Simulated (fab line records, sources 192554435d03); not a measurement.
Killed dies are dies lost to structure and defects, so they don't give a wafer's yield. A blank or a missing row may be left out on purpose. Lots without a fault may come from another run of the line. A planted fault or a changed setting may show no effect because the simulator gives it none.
fab line records | flow n5_finfet
record lots=6 wafers=16 last_day=16
route steps=1938 shown BEOL_M12@1650 BEOL_M13@1659 PASSIVATION@1936
lots that met no fault: from a run of the same line without faults
start_h: hours from the record's first day to the start of the lot's first wafer shown | wait_h: hours since the lot's step before | " the same as in the row above | L1.1+2: a row that stands for several wafers | - no value, or no start given | * or withheld: withheld | < > ~ a bound
route shown NAME@n: a module of which the file shows steps, and the number in the route of the first | usual: mean/standard deviation of fault-free wafers | same: alike in all rows | chamber/n: place in a boat | sites: the reading at each site | _std_site: their standard deviation | _edge_site: outer sites' mean less inner sites' | radius_mm: how far each site lies from the wafer's centre | mask NAME#n: copy n | behind: the tool/chamber that last shaped the wafer | hold: why the lot was held/for how many hours/how that ended | device: the transistor (n, p or np) that didn't switch | end of line: the same wafers' tests at the end of the route | a step without rows: its recipe alone | killed: dies lost to structure and defects at the first sort, not the wafer's yield | map: a wafer's dies, x killed, . not, _ none there
set.NAME: the setting as run; set.NAME@STEP: as run at that earlier step | model.NAME: the simulator's own value behind a step, which no gauge read
lots at some steps of the route; a table a step, a row a wafer
services: from which hour (start_h, from the record's first day; less than 0 if before it) a tool's chamber was out of use, for how many hours, and why
## steps
# step N5_BEOL_M12_SPUTTER_45
# recipe material=Cu target_thk_a=800 temp_c=-20 bias_v=60 power_w=26000 chamber_pressure_pa=0.13 time_s=13.33
# step N5_BEOL_M12_ECD_47
# recipe material=Cu target_thk_a=7200
# step N5_BEOL_M12_ANNEAL_48
# recipe temp_c=225 time_s=90 ambient=N2
# usual wafer_temp_C_max=225.87/0.25
# columns lot.wafer tool chamber start_h wait_h wafer_temp_C_max
L383.1 rtp_anneal-01 0 236.29 0.6 226.07
L383.4 " 0 " " 226.10
L383.5 " 0 " " 225.74
L389.1 rtp_anneal-02 0 274.03 0.1 225.89
L389.2 " 0 " " 225.92
L389.6 " 0 " " 225.72
L390.4 rtp_anneal-02 0 290.53 0.4 225.66
L390.6 " 0 " " 225.86
L392.1 rtp_anneal-02 0 302.35 0.7 225.76
L392.3 " 0 " " 225.95
L392.6 " 0 " " 225.55
L401.1 rtp_anneal-02 0 349.05 0.5 225.59
L401.2 " 0 " " 225.91
L401.6 " 0 " " 225.94
L400.2 rtp_anneal-01 0 355.12 0.1 226.07
L400.6 " 0 " " 225.54
# step N5_BEOL_M12_CMP_49
# recipe stop_on=SiOC t_overpolish_s=20.6 down_force_psi=1 platen_rpm=50 clearing_platen_down_force_psi=1.5 clearing_platen_rpm=50 post_cmp_clean=cu_alkaline target_thk_nm=320 clearing_platen_pad_velocity_m_s=0.99484 pad_velocity_m_s=0.99484
# usual barrier_field_endpoint_s=30.7/0.88 motor_current_A=6.4/0.76 overpolish_run_s=20.600/0.0082
# columns lot.wafer tool chamber start_h wait_h barrier_field_endpoint_s motor_current_A overpolish_run_s
L383.1 cmp-02 1 236.59 0.3 29.8 6.7 20.597
L383.4 " 3 " " 30.4 5.6 20.600
L383.5 " 1 " " 30.2 7.0 20.591
L389.1 cmp-04 3 274.34 0.3 31.8 7.5 20.609
L389.2 " 0 " " 32.0 6.6 20.610
L389.6 " 0 " " 32.9 6.8 20.612
L390.4 cmp-02 3 290.77 0.2 30.0 5.7 20.596
L390.6 " 1 " " 29.6 7.1 20.616
L392.3 cmp-03 3 302.67 0.2 30.8 5.9 20.600
L392.1 " 2 " " 29.3 5.6 20.599
L392.6 " 3 " " 29.3 6.0 20.585
L401.2 cmp-02 1 349.62 0.4 29.2 6.9 20.592
L401.1 " 0 " " 29.7 5.4 20.597
L401.6 " 2 " " 29.6 6.3 20.588
L400.2 cmp-04 2 355.49 0.3 30.7 6.7 20.616
L400.6 " 3 " " 30.2 7.1 20.594
# step N5_BEOL_M12_THK_MEAS_50
# recipe thk_meas_gauge=xrf reads=Cu_of_BEOL_M12_ECD_47
# usual M12_THK=337/5.9
# columns lot.wafer tool chamber start_h wait_h M12_THK[nm]
L383.1 film_metro-01 - 236.89 - 337
L383.4 " - " " 336
L383.5 " - " " 338
L389.1 film_metro-02 - 274.63 - 335
L389.2 " - " " 337
L389.6 " - " " 336
L390.4 film_metro-01 - 291.00 0.2 341
L390.6 " - " " 340
L392.1 film_metro-01 - 302.96 - 332
L392.3 " - " " 343
L392.6 " - " " 331
L401.1 film_metro-02 - 349.91 - 338
L401.2 " - " " 322
L401.6 " - " " 334
L400.2 film_metro-02 - 355.67 - 344
L400.6 " - " " 340
# step N5_BEOL_M12_PRE_CLEAN_52
# recipe gas=NH3 time_s=15 temp_c=withheld rf_power_w=300
# step N5_BEOL_M12_DEP_53
# recipe material=SiCN target_thk_a=300 temp_c=withheld precursor=3MS/NH3 pressure_torr=3 rf_w=675 time_s=10.5
# usual showerhead_plenum_p_Torr=4.158/0.018 throttle_valve_pct=18.0/0.85
# columns lot.wafer tool chamber start_h wait_h showerhead_plenum_p_Torr throttle_valve_pct
L383.1 pecvd-04 1 236.95 0.0 4.149 18.4
L383.4 " 2 " " 4.171 18.5
L383.5 " 1 " " 4.146 18.2
L389.1 pecvd-02 0 274.70 0.0 4.129 18.9
L389.2 " 2 " " 4.187 18.4
L389.6 " 0 " " 4.138 19.1
L390.4 pecvd-04 0 291.08 0.0 4.151 18.1
L390.6 " 1 " " 4.143 18.1
L392.1 pecvd-02 1 303.02 0.0 4.161 18.8
L392.3 " 2 " " 4.198 18.4
L392.6 " 2 " " 4.192 18.4
L401.1 pecvd-02 0 349.97 0.0 4.123 19.0
L401.2 " 2 " " 4.198 18.6
L401.6 " 2 " " 4.190 18.5
L400.2 pecvd-01 2 355.73 0.0 4.152 17.2
L400.6 " 0 " " 4.155 16.9
# step N5_BEOL_M12_RS_MEAS_54
# recipe thk_meas_gauge=four-point-probe reads=Cu_of_BEOL_M12_ECD_47+Ta_of_BEOL_M12_SPUTTER_44+TaN_of_BEOL_M12_SPUTTER_43
# usual M12_RS=0.0595/0.00098
# columns lot.wafer tool chamber start_h wait_h M12_RS[ohm/sq]
L383.1 film_metro-02 - 237.01 0.0 0.0600
L383.4 " - " " 0.0599
L383.5 " - " " 0.0594
L389.1 film_metro-01 - 274.76 0.0 0.0601
L389.2 " - " " 0.0598
L389.6 " - " " 0.0598
L390.4 film_metro-02 - 291.13 0.0 0.0592
L390.6 " - " " 0.0596
L392.1 film_metro-01 - 303.08 0.0 0.0611
L392.3 " - " " 0.0589
L392.6 " - " " 0.0613
L401.1 film_metro-02 - 350.05 0.1 0.0591
L401.2 " - " " 0.0623
L401.6 " - " " 0.0599
L400.2 film_metro-02 - 355.80 0.0 0.0583
L400.6 " - " " 0.0591
# step N5_BEOL_M12_INSPECT_55
# recipe inspect_instrument=darkfield mode=post_dep
# usual raw_defect_count=69/22
# columns lot.wafer tool chamber start_h wait_h raw_defect_count
L383.1 defect_inspect-01 - 237.04 0.0 94
L383.4 " - " " 60
L383.5 " - " " 100
L389.1 defect_inspect-02 - 274.78 0.0 154
L389.2 " - " " 80
L389.6 " - " " 95
L390.4 defect_inspect-01 - 291.15 0.0 41
L390.6 " - " " 63
L392.1 defect_inspect-01 - 303.11 0.0 93
L392.3 " - " " 78
L392.6 " - " " 105
L401.1 defect_inspect-02 - 350.07 0.0 69
L401.2 " - " " 102
L401.6 " - " " 65
L400.2 defect_inspect-01 - 355.82 0.0 51
L400.6 " - " " 45
# step N5_BEOL_M13_ILD_DEP_00
# recipe material=SiOC target_thk_a=8379.2 temp_c=350 precursor=DEMS/O2 pressure_torr=5 rf_w=500 time_s=166.4
# usual heater_power_outer_w=240/46 heater_power_w=462/82 showerhead_plenum_p_Torr=5.698/0.014 throttle_valve_pct=12.0/0.6
# columns lot.wafer tool chamber start_h wait_h heater_power_outer_w heater_power_w showerhead_plenum_p_Torr throttle_valve_pct
L383.1 pecvd-01 0 237.07 0.0 278 577 5.700 10.8
L383.4 " 1 " " 151 306 5.694 12.4
L383.5 " 2 " " 269 513 5.701 11.0
L389.1 pecvd-03 2 274.82 0.0 214 415 5.716 11.5
L389.2 " 1 " " 314 599 5.703 12.1
L389.6 " 1 " " 219 476 5.681 12.4
L390.4 pecvd-01 1 291.25 0.1 148 301 5.704 12.5
L390.6 " 0 " " 319 603 5.701 11.0
L392.1 pecvd-03 1 303.15 0.0 302 584 5.705 12.1
L392.3 " 0 " " 269 509 5.698 12.5
L392.6 " 1 " " 222 468 5.713 12.0
L401.1 pecvd-01 0 350.11 0.0 345 664 5.705 11.0
L401.2 " 1 " " 159 311 5.680 12.5
L401.6 " 1 " " 181 339 5.704 12.1
L400.2 pecvd-02 1 355.86 0.0 213 397 5.696 12.7
L400.6 " 2 " " 283 481 5.732 12.4
# step N5_BEOL_M13_THK_MEAS_01
# recipe reads=SiOC_of_BEOL_M13_ILD_DEP_00
# usual M13_ILD_THK=835/12
# columns lot.wafer tool chamber start_h wait_h M13_ILD_THK[nm]
L383.1 film_metro-02 - 237.22 0.1 836
L383.4 " - " " 837
L383.5 " - " " 840
L389.1 film_metro-02 - 274.98 0.1 836
L389.2 " - " " 841
L389.6 " - " " 854
L390.4 film_metro-01 - 291.34 0.0 832
L390.6 " - " " 849
L392.1 film_metro-02 - 303.30 0.1 825
L392.3 " - " " 829
L392.6 " - " " 841
L401.1 film_metro-01 - 350.26 0.1 837
L401.2 " - " " 826
L401.6 " - " " 848
L400.2 film_metro-01 - 356.01 0.1 837
L400.6 " - " " 832
# step N5_BEOL_M13_COAT_58
# recipe resist=BARC temp_c=205 time_s=60 spin_rpm=1500 resist_thk_nm=89
# step N5_BEOL_M13_COAT_04
# recipe spin_rpm=1625 resist_thk_nm=400
# usual spin_speed_rpm=1625.0/1.1
# columns lot.wafer tool chamber start_h wait_h spin_speed_rpm model.coat_of_BEOL_M13_COAT_04.thk_nm
L383.1 litho_track-03 0 237.26 - 1624.8 400.8
L383.4 " 0 " " 1626.0 400.2
L383.5 " 0 " " 1623.8 400.2
L389.1 litho_track-03 0 275.01 - 1508.8 417.2
L389.2 " 0 " " 1508.3 417.6
L389.6 " 0 " " 1507.0 416
L390.4 litho_track-02 0 291.38 - 1625.0 401.4
L390.6 " 0 " " 1623.1 402.8
L392.1 litho_track-03 0 303.33 - 1506.9 415.8
L392.3 " 0 " " 1508.7 415.4
L392.6 " 0 " " 1508.6 415.4
L401.1 litho_track-02 0 350.30 - 1625.9 400.4
L401.2 " 0 " " 1625.2 400.4
L401.6 " 0 " " 1627.7 400.4
L400.2 litho_track-04 0 356.05 - 1625.0 400
L400.6 " 0 " " 1623.9 400.4
# step N5_BEOL_M13_EBR_06
# recipe solvent=PGMEA ebr_width_mm=1.5
# step N5_BEOL_M13_SOFTBAKE_05
# recipe temp_c=130 time_s=60
# step N5_BEOL_M13_EXPOSE_07
# recipe mask_id=V12 na=0.93 source_shape=conventional sigma_outer=0.6 polarization=unpolarized attpsm_phase_deg=180 dose_mj=24.8
# step N5_BEOL_M13_PEB_08
# recipe peb_temp_c=130 peb_time_s=90
# step N5_BEOL_M13_DEVELOP_09
# recipe develop_time_s=45 rinse_liquid=diw dry=air_spin dev_temp_c=21
# step N5_BEOL_M13_HARDBAKE_14
# recipe temp_c=130 time_s=120
# step N5_BEOL_M13_CD_MEAS_10
# recipe target_cd_nm=190 landing_energy_ev=500 detector=se_inlens polarity=opening
# usual cd_nm=190.0/1.2
# columns lot.wafer tool chamber start_h wait_h cd_nm
L383.1 cd_sem-03 0 237.69 - 190.0
L383.4 " 0 " " 190.5
L383.5 " 0 " " 189.4
L389.1 cd_sem-03 0 275.28 - 190.3
L389.2 " 0 " " 189.6
L389.6 " 0 " " 187.9
L390.4 cd_sem-02 0 291.65 - 189.3
L390.6 " 0 " " 189.9
L392.1 cd_sem-03 0 303.60 - 189.9
L392.3 " 0 " " 190.2
L392.6 " 0 " " 189.8
L401.1 cd_sem-01 0 350.57 - 191.0
L401.2 " 0 " " 191.9
L401.6 " 0 " " 191.0
L400.2 cd_sem-03 0 356.31 - 189.5
L400.6 " 0 " " 190.1
# step N5_BEOL_M13_OVL_MEAS_11
# recipe points_per_wafer=44
# usual V12_OVL=-1/6.5
# columns lot.wafer tool chamber start_h wait_h V12_OVL[nm]
L383.1 overlay-02 0 237.72 0.0 -1
L383.4 " 0 " " -3
L383.5 " 0 " " 1
L389.1 overlay-01 0 275.31 0.0 4
L389.2 " 0 " " 3
L389.6 " 0 " " -1
L390.4 overlay-01 0 291.67 0.0 -8
L390.6 " 0 " " -14
L392.1 overlay-02 0 303.63 0.0 1
L392.3 " 0 " " 9
L392.6 " 0 " " 3
L401.1 overlay-02 0 350.60 0.0 -4
L401.2 " 0 " " 6
L401.6 " 0 " " 3
L400.2 overlay-01 0 356.34 0.0 -3
L400.6 " 0 " " -10
# step N5_BEOL_M13_INSPECT_12
# recipe mode=adi inspect_instrument=macro
# usual raw_defect_count=2.0/1.5
# columns lot.wafer tool chamber start_h wait_h raw_defect_count
L383.1 defect_inspect-02 - 237.75 0.0 2
L383.4 " - " " 0
L383.5 " - " " 3
L389.1 defect_inspect-01 - 275.33 0.0 1
L389.2 " - " " 0
L389.6 " - " " 1
L390.4 defect_inspect-02 - 291.70 0.0 4
L390.6 " - " " 2
L392.1 defect_inspect-01 - 303.66 0.0 0
L392.3 " - " " 2
L392.6 " - " " 4
L401.1 defect_inspect-01 - 350.62 0.0 1
L401.2 " - " " 4
L401.6 " - " " 1
L400.2 defect_inspect-02 - 356.37 0.0 6
L400.6 " - " " 1
# step N5_BEOL_M13_DESCUM_15
# recipe chemistry=O2 time_s=7.9 source_power_w=50 bias_power_w=20 pressure_mtorr=20 rf_frequency_hz=2.712e+07 temp_c=40 o2_flow_sccm=225
# step N5_BEOL_M13_ETCH_59
# recipe chemistry=N2/H2 target=BARC target_depth_a=890 overetch_a=267 time_s=67.9 ion_energy_ev=200 pressure_mtorr=30 source_w=840 bias_w=150 n2_flow_sccm=200 h2_flow_sccm=200
# usual chamber_pressure_mTorr=29.998/0.028 drypump_motor_current_A=5.8/0.52 oes_product_au=0.67/0.063 rf_vpp_V=523.9/2.3 showerhead_plenum_p_Torr=2.54/0.081 throttle_valve_pct=17.96/0.27
# columns lot.wafer tool chamber start_h wait_h chamber_pressure_mTorr drypump_motor_current_A oes_product_au rf_hours_counter_h rf_vpp_V showerhead_plenum_p_Torr throttle_valve_pct
L383.1 rie_diel-04 1 238.78 0.0 29.998 5.6 0.65 133 525.2 2.56 18.09
L383.4 " 0 " " 29.983 6.5 0.58 250 526.1 2.62 18.21
L383.5 " 3 " " 29.987 5.4 0.83 - 526.7 2.61 17.41
L389.1 rie_diel-01 1 275.40 0.0 29.999 5.5 0.71 97 525.1 2.58 17.55
L389.2 " 2 " " 29.980 5.3 0.75 41 523.2 2.47 17.78
L389.6 " 2 " " 30.010 5.4 0.75 - 521.0 2.47 17.79
L390.4 rie_diel-05 0 291.76 0.0 29.997 5.7 0.65 136 526.9 2.66 17.68
L390.6 " 1 " " 29.988 5.8 0.62 - 521.1 2.42 18.22
L392.1 rie_diel-04 0 303.95 0.0 30.047 6.5 0.80 11 526.6 2.62 17.81
L392.3 " 3 " " 29.986 5.4 0.77 24 525.3 2.60 17.45
L392.6 " 1 " " 29.992 5.6 0.63 - 524.1 2.55 18.12
L401.1 rie_diel-05 3 350.78 0.0 30.047 6.3 0.65 151 524.4 2.53 18.30
L401.2 " 1 " " 30.010 5.7 0.61 206 519.3 2.41 18.25
L401.6 " 2 " " 29.957 5.2 0.60 - 523.1 2.52 17.90
L400.2 rie_diel-04 1 356.44 0.0 30.005 5.6 0.62 173 523.6 2.55 18.15
L400.6 " 0 " " 30.011 6.5 0.77 - 524.2 2.61 17.84
# step N5_BEOL_M13_VIA_ETCH_16
# recipe chemistry=C4F8/O2/Ar target=SiOC pressure_mtorr=30 source_w=3000 bias_w=700 Ar_flow_sccm=400 C4F8_flow_sccm=15 O2_flow_sccm=8 he_inner_torr=15 he_outer_torr=30 target_depth_a=9217 time_s=withheld ion_energy_ev=250 ends=cleared
# usual O2_flow_sccm=7.999/0.024 chamber_pressure_mTorr=30.000/0.027 drypump_motor_current_A=5.8/0.51 mfc_ar_sccm=399.9/1.3 oes_product_au=0.71/0.069 rf_vpp_V=665.3/2.8 showerhead_plenum_p_Torr=3.42/0.088 throttle_valve_pct=24.3/0.35
# columns lot.wafer tool chamber start_h wait_h O2_flow_sccm chamber_pressure_mTorr drypump_motor_current_A mfc_ar_sccm oes_product_au rf_vpp_V showerhead_plenum_p_Torr throttle_valve_pct model.coat_of_BEOL_M13_COAT_04.thk_nm
L383.1 rie_diel-04 1 238.83 0.0 8.047 29.990 5.6 400.0 0.68 666.3 3.44 24.3 71.4
L383.4 " 0 " " 8.030 29.999 6.5 398.7 0.61 668.2 3.49 24.3 71.8
L383.5 " 3 " " 7.998 30.001 5.3 399.5 0.89 666.8 3.49 23.7 67.6
L389.1 rie_diel-01 1 275.45 0.0 7.991 29.989 5.5 399.3 0.75 666.9 3.43 23.7 85.6
L389.2 " 2 " " 8.040 29.987 5.3 400.2 0.79 663.6 3.36 24.3 87.8
L389.6 " 2 " " 8.028 30.037 5.3 402.9 0.79 663.4 3.36 24.3 82.4
L390.4 rie_diel-05 0 291.82 0.0 8.007 30.007 5.7 399.4 0.69 669.8 3.56 23.9 74
L390.6 " 1 " " 8.019 30.027 5.8 398.5 0.65 660.9 3.27 24.5 72.2
L392.1 rie_diel-04 0 304.00 0.0 7.992 29.986 6.5 398.9 0.85 667.0 3.49 24.1 89.8
L392.3 " 3 " " 8.011 29.985 5.4 399.0 0.82 668.8 3.48 23.7 86
L392.6 " 1 " " 7.984 30.001 5.6 399.6 0.66 666.4 3.43 24.3 84.8
L401.1 rie_diel-05 3 350.83 0.0 8.004 30.044 6.3 398.5 0.68 666.0 3.43 24.8 71
L401.2 " 1 " " 7.987 29.944 5.8 400.1 0.63 660.0 3.26 24.5 77
L401.6 " 2 " " 8.025 29.998 5.2 401.5 0.64 665.3 3.38 24.1 68
L400.2 rie_diel-04 1 356.49 0.0 8.023 29.989 5.6 399.3 0.65 663.9 3.42 24.3 71
L400.6 " 0 " " 7.991 29.964 6.5 401.4 0.81 667.6 3.48 24.1 72.6
# step N5_BEOL_M13_STRIP_63
# recipe chemistry=N2/H2 power_w=1000 temp_c=250 h2_frac=0.65 overash_fraction=0.3 pressure_mtorr=1000 n2_flow_sccm=1750 h2_flow_sccm=3250
# usual chamber_pressure_mTorr=1000.1/0.91 drypump_motor_current_A=5.6/0.3 heater_power_w=339/34 oes_product_au=0.674/0.0046 strip_time_to_endpoint_s=27.9/1.2 temp_c=249.97/0.19
# columns lot.wafer tool chamber start_h wait_h chamber_pressure_mTorr drypump_motor_current_A heater_power_w oes_product_au rf_hours_counter_h strip_time_to_endpoint_s temp_c
L383.1 plasma_asher-01 0 239.07 - 1000.0 5.3 367 0.665 111 28.1 249.81
L383.4 " 1 " " 1000.6 5.3 350 0.680 - 28.2 250.11
L383.5 " 0 " " 1000.8 5.3 369 0.677 - 27.0 249.93
L389.1 plasma_asher-01 0 275.69 - 1000.5 5.3 377 0.683 118 32.1 249.78
L389.2 " 1 " " 999.4 5.3 342 0.676 118 32.8 250.09
L389.6 " 1 " " 1000.0 5.4 343 0.676 - 31.2 249.90
L390.4 plasma_asher-01 1 292.07 - 999.5 5.3 346 0.680 - 28.8 249.72
L390.6 " 0 " " 1000.5 5.3 377 0.670 - 28.3 249.94
L392.1 plasma_asher-02 0 304.23 - 1000.5 6.0 276 0.682 85 33.4 250.01
L392.3 " 1 " " 999.8 5.8 355 0.682 - 32.3 250.05
L392.6 " 0 " " 1001.4 6.0 287 0.679 - 32.0 249.88
L401.1 plasma_asher-01 1 351.07 - 1000.8 5.4 353 0.671 131 28.0 250.10
L401.2 " 0 " " 999.4 5.3 373 0.672 131 29.7 249.77
L401.6 " 0 " " 999.8 5.3 365 0.675 - 27.1 250.09
L400.2 plasma_asher-01 1 356.72 - 999.3 5.4 350 0.670 133 28.0 250.13
L400.6 " 1 " " 1000.9 5.4 354 0.677 - 28.4 250.41
# step N5_BEOL_M13_STRIP_64
# recipe chemistry=N2/H2 power_w=1000 temp_c=250 h2_frac=0.65 overash_fraction=0.3 pressure_mtorr=withheld n2_flow_sccm=1750 h2_flow_sccm=3250
# step N5_PASSIVATION_PROBE_49
# usual defect_limited_yield=91.2/1.5 killed_at_M0_to_M3=36/10 killed_at_M4_up=13/6 killed_at_contacts=11/5.2 killed_at_front_end=40/11 killed_at_other=3.1/2.9 killed_dies=104/17 killed_on_rim=14/3.6 killed_open=66/12 killed_short=34/7.7 sort_bin_5_function=5.1/0.91 sort_bin_6_memory=3.2/0.67 sort_bin_8_speed=0.00/0.0074 sort_n_pass=1076/17 sort_yield_pct=91.2/1.5
# same gross_dies=1180 killed_at_back_side=0 sort_bin_4_leakage[%]=0
# columns lot.wafer tool chamber start_h wait_h defect_limited_yield[%] killed_at_M0_to_M3 killed_at_M4_up killed_at_contacts killed_at_front_end killed_at_other killed_dies killed_on_rim killed_open killed_short sort_bin_5_function[%] sort_bin_6_memory[%] sort_bin_8_speed[%] sort_n_pass sort_yield_pct[%]
L383.1 prober-01 - 272.58 0.0 92.5 30 12 11 27 8 88 13 56 31 4.4 2.8 0 1092 92.5
L383.4 prober-01 - 272.73 0.2 89.4 39 18 11 52 5 125 18 84 35 6.5 3.6 0 1055 89.4
L383.5 prober-01 - 272.78 0.2 88.6 34 15 5 72 8 134 20 89 43 6.2 4.9 0 1046 88.6
L389.1 prober-01 - 310.65 0.0 93.1 31 7 15 26 2 81 16 60 19 3.9 2.7 0 1099 93.1
L389.2 prober-01 - 310.70 0.1 93.6 19 10 18 28 1 76 10 41 21 3.2 2.1 0 1104 93.6
L389.6 prober-01 - 310.90 0.3 94.5 18 5 8 32 2 65 5 41 21 3.1 2.3 0 1115 94.5
L392.1 prober-02 - 339.95 0.0 92.5 34 8 12 33 1 88 12 55 29 4.7 2.5 0 1092 92.5
L392.3 prober-02 - 340.05 0.1 91.4 33 13 13 41 2 102 16 61 37 4.9 3.2 0 1078 91.4
L392.6 prober-02 - 340.20 0.3 92.6 25 19 11 27 5 87 8 54 29 4.0 2.9 0 1093 92.6
L400.2 prober-01 - 388.72 0.1 91.4 37 6 7 47 4 101 10 59 40 4.6 3.6 0 1079 91.4
L400.6 prober-01 - 388.92 0.3 89.8 51 2 20 45 2 120 19 81 37 6.1 3.8 0 1060 89.8
L401.1 prober-02 - 389.66 0.0 91.0 23 20 7 47 9 106 12 66 38 4.9 3.8 0 1074 91.0
L401.2 prober-02 - 389.71 0.1 90.8 18 33 8 45 4 108 19 63 45 6.0 2.8 0 1072 90.8
L401.6 prober-02 - 389.91 0.3 92.6 13 19 19 32 4 87 11 56 30 4.5 2.5 0 1093 92.6
# killed by level:class
L383.1 MOL_CONTACT_COAG:geometric_particle:open=10 FIN_SAQP:geometric_particle:open=8 BEOL_M0_SAQP:geometric_particle:short=7 BEOL_M1:geometric_particle:open=7 DUMMY_GATE:geometric_particle:open=6 BEOL_M1:geometric_particle:short=6 BEOL_M3:geometric_particle:open=4 PAD_METAL:geometric_particle:short=4
L383.4 FIN_SAQP:geometric_particle:open=18 MOL_CONTACT_COAG:geometric_particle:open=11 DUMMY_GATE:geometric_particle:open=10 BEOL_M1:geometric_particle:open=7 BEOL_M1:geometric_particle:short=7 BEOL_M3:geometric_particle:short=7 BEOL_M3:geometric_particle:open=6 BEOL_M5:geometric_particle:open=6
L383.5 FIN_SAQP:geometric_particle:open=33 STI_FIN_REVEAL:geometric_particle:open=10 BEOL_M3:geometric_particle:short=10 BEOL_M1:geometric_particle:short=7 GATE_CUT:geometric_particle:short=6 PAD_METAL:geometric_particle:open=6 FIN_SAQP:geometric_particle:short=5 BEOL_M0_SAQP:geometric_particle:open=5
L389.1 MOL_CONTACT_COAG:geometric_particle:open=14 BEOL_M2:geometric_particle:open=9 BEOL_M3:geometric_particle:open=9 BEOL_M1:geometric_particle:open=6 DUMMY_GATE:geometric_particle:open=4 GATE_CUT:geometric_particle:short=4 BEOL_M0_SAQP:geometric_particle:open=4 FIN_SAQP:geometric_particle:short=3
L389.2 MOL_CONTACT_COAG:geometric_particle:open=12 HKMG_FIN:area_etch=11 MOL_CONTACT_COAG:geometric_particle:short=6 BEOL_M2:geometric_particle:open=5 BEOL_M0_SAQP:geometric_particle:short=4 STI_FIN_REVEAL:geometric_particle:open=3 GATE_CUT:geometric_particle:short=3 BEOL_M0_SAQP:geometric_particle:open=3
L389.6 FIN_SAQP:geometric_particle:open=7 STI_FIN_REVEAL:geometric_particle:open=7 MOL_CONTACT_COAG:geometric_particle:open=7 FIN_SAQP:geometric_particle:short=6 BEOL_M1:geometric_particle:open=4 STARTING-WAFER:geometric_particle:short=3 STARTING-WAFER:geometric_particle:open=3 STI_FIN_REVEAL:geometric_particle:short=2
L392.1 BEOL_M2:geometric_particle:open=12 DUMMY_GATE:geometric_particle:open=8 MOL_CONTACT_COAG:geometric_particle:open=8 STI_FIN_REVEAL:geometric_particle:open=7 BEOL_M0_SAQP:geometric_particle:short=5 BEOL_M2:geometric_particle:short=4 MOL_CONTACT_COAG:geometric_particle:short=4 BEOL_M0_SAQP:geometric_particle:open=4
L392.3 DUMMY_GATE:geometric_particle:open=11 MOL_CONTACT_COAG:geometric_particle:open=10 BEOL_M0_SAQP:geometric_particle:short=7 FIN_SAQP:geometric_particle:open=6 BEOL_M0:geometric_particle:open=6 BEOL_M3:geometric_particle:open=5 DUMMY_GATE:geometric_particle:short=4 GATE_CUT:geometric_particle:open=4
L392.6 MOL_CONTACT_COAG:geometric_particle:open=9 STI_FIN_REVEAL:geometric_particle:open=7 BEOL_M0_SAQP:geometric_particle:short=6 BEOL_M5:geometric_particle:open=5 STARTING-WAFER:geometric_particle:open=5 DUMMY_GATE:geometric_particle:open=4 BEOL_M0_SAQP:geometric_particle:open=4 BEOL_M1:geometric_particle:open=4
L400.2 FIN_SAQP:geometric_particle:open=12 FIN_SAQP:geometric_particle:short=11 BEOL_M0_SAQP:geometric_particle:short=10 BEOL_M0_SAQP:geometric_particle:open=9 BEOL_M3:geometric_particle:open=8 STARTING-WAFER:geometric_particle:short=8 DUMMY_GATE:geometric_particle:open=7 MOL_CONTACT_COAG:geometric_particle:open=6
L400.6 MOL_CONTACT_COAG:geometric_particle:open=18 BEOL_M0_SAQP:geometric_particle:open=16 FIN_SAQP:geometric_particle:open=14 BEOL_M0_SAQP:geometric_particle:short=10 FIN_SAQP:geometric_particle:short=9 BEOL_M2:geometric_particle:open=9 BEOL_M1:geometric_particle:open=5 BEOL_M3:geometric_particle:open=5
L401.1 FIN_SAQP:geometric_particle:open=9 DUMMY_GATE:geometric_particle:open=7 BEOL_M2:geometric_particle:open=7 STI_FIN_REVEAL:geometric_particle:open=6 ILD0:geometric_particle:short=6 BEOL_M4:geometric_particle:open=6 BEOL_M0_SAQP:geometric_particle:open=5 GATE_CUT:geometric_particle:open=4
L401.2 BEOL_M4:geometric_particle:open=11 FIN_SAQP:geometric_particle:short=8 STI_FIN_REVEAL:geometric_particle:short=7 BEOL_M2:geometric_particle:open=6 FIN_SAQP:geometric_particle:open=5 STI_FIN_REVEAL:geometric_particle:open=5 MOL_CONTACT_COAG:geometric_particle:open=5 ILD0:geometric_particle:short=5
L401.6 MOL_CONTACT_COAG:geometric_particle:open=16 FIN_SAQP:geometric_particle:open=7 ILD0:geometric_particle:short=6 ILD0:geometric_particle:open=5 BEOL_M4:geometric_particle:open=4 BEOL_M5:geometric_particle:short=4 BEOL_M6:geometric_particle:open=4 STI_FIN_REVEAL:geometric_particle:open=3
## services
# columns tool chamber start_h hours kind
cmp-02 - 215.42 4.0 pm
pecvd-04 2 217.99 6.7 repair
cmp-03 - 235.56 1.1 repair
rtp_anneal-02 - 236.21 4.7 pm
rie_diel-04 0 239.05 - clean
rie_diel-04 0 239.05 - consumable_replace:focus_ring
rie_diel-04 0 239.05 24.7 scheduled_down
cmp-03 - 243.89 5.3 pm
cmp-02 - 244.01 1.5 repair
pecvd-03 - 257.52 0.3 repair
rie_diel-01 1 286.80 6.7 repair
cmp-02 - 287.69 1.8 repair
rie_diel-05 0 300.39 21.1 repair
cmp-04 - 301.90 1.0 repair
rie_diel-05 2 303.66 4.9 repair
cmp-02 - 305.39 3.3 repair
plasma_asher-01 - 309.25 10.4 repair
cmp-04 - 309.92 4.0 pm
pecvd-01 - 318.31 6.0 pm
pecvd-03 0 330.27 10.9 repair
rie_diel-05 0 334.70 17.2 repair
cmp-04 - 339.29 2.1 repair
cmp-02 - 340.86 5.7 pm
cmp-04 - 345.60 0.3 repair
## key
first_sign step=N5_BEOL_M13_COAT_04 reading=spin_speed_rpm direction=down sigmas=99+ usual=* struck=*
effect step=N5_BEOL_M13_STRIP_63 reading=strip_time_to_endpoint_s direction=up sigmas=3.8 usual=* struck=*
model_effect step=N5_BEOL_M13_COAT_04 value=coat_of_BEOL_M13_COAT_04.thk_nm without=400.8 struck=416.2
model_effect step=N5_BEOL_M13_VIA_ETCH_16 value=coat_of_BEOL_M13_COAT_04.thk_nm without=70.6 struck=86.07
met_at N5_BEOL_M13_COAT_04
struck_wafers L389.1,L389.2,L389.6,L392.1,L392.3,L392.6
baseline_loss step=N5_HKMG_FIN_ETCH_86 wafers=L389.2
onset_between 237.26 275.01
fault kind=process_parameter_drift tool=litho_track-03 chamber=- onset_h=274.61 steps=N5_BEOL_M13_COAT_04 channel=spin_rpm offset=* shape=step end_h=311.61 acts_in=* stated=*
# baseline_loss: these wafers lose ten dies or more at that step, a loss of the line's own and not of a fault; the sort's usual values leave them out
